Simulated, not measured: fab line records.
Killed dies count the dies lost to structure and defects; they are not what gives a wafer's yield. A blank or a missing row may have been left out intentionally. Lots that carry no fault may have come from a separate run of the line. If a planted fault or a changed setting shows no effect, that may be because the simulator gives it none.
One fault seen from 2 desks    flow n5_finfet    what lay behind the numbers comes last; until then each desk has only its own

## AT THE TOOL OWNER'S DESK: rie_diel-05
The tool's own readings at N5_BEOL_M9_ETCH_66 (etches SOC in N2/H2, target depth 80 nm, overetch 16 nm, time 120 s): means of the sampled wafers that have a number, for each lot that ran on this tool. If a lot's mean is further than 4 standard deviations from the usual mean, the lot is out of limits and carries the mark OUT (the distance appears in the brackets).
Columns: A = drypump_motor_current_A at N5_BEOL_M9_ETCH_66, usual 5.78 A; B = n2_flow_sccm at N5_BEOL_M9_ETCH_66, usual 199.9 sccm; C = oes_product_au at N5_BEOL_M9_ETCH_66, usual 0.60 a.u.; D = rf_vpp_V at N5_BEOL_M9_ETCH_66, usual 523.1 V; E = showerhead_plenum_p_Torr at N5_BEOL_M9_ETCH_66, usual 2.52 Torr; F = throttle_valve_pct at N5_BEOL_M9_ETCH_66, usual 17.91 %
lot   first seen here  A     B      C     D      E     F
L941  day 10 23:39     5.75  199.7  0.62  525.9  2.61  18.02
L958  day 16 01:03     5.73  199.2  0.62  524.2  2.58  18.19
L959  day 16 13:49     5.71  199.4  0.55  524.4  2.56  17.93
Result from this desk: across the 3 lots, nothing is out of limits.

## METROLOGY DESK
What the gauges read, lot by lot, whatever tool the lot ran on: means of the sampled wafers that have a number. If a lot's mean is further than 4 standard deviations from the usual mean, the lot is out of limits and carries the mark OUT (the distance appears in the brackets). 7 of its 10 readings are shown, namely those furthest out on some lot.
Columns: A = DIBL_N at N5_BEOL_M4_RC_MEAS_101, usual 35.8 mV/V; B = DIBL_P at N5_BEOL_M4_RC_MEAS_101, usual 35.3 mV/V; C = IOFF_N at N5_BEOL_M4_RC_MEAS_101, usual 0.16 nA/um; D = IOFF_P at N5_BEOL_M4_RC_MEAS_101, usual 0.21 nA/um; E = ION_P at N5_BEOL_M4_RC_MEAS_101, usual 463 uA/um; F = VT_N at N5_BEOL_M4_RC_MEAS_101, usual 250 mV; G = VT_P at N5_BEOL_M4_RC_MEAS_101, usual -249.8 mV
lot   first seen here  A     B     C     D     E    F    G
L941  day 9 05:47      34.1  33.2  0.12  0.16  453  254  -252.2
L945  day 10 15:45     36.8  35.6  0.15  0.20  463  249  -250.7
L958  day 13 21:35     36.5  35.8  0.18  0.21  460  248  -251.4
L959  day 14 02:22     36.4  33.8  0.16  0.20  465  249  -248.8
Result from this desk: across the 4 lots, nothing is out of limits.

## PUT TOGETHER
The tool owner's desk saw nothing out of limits.
Metrology desk: nothing out of limits seen.

## WHAT THE SIMULATOR HAD PUT IN
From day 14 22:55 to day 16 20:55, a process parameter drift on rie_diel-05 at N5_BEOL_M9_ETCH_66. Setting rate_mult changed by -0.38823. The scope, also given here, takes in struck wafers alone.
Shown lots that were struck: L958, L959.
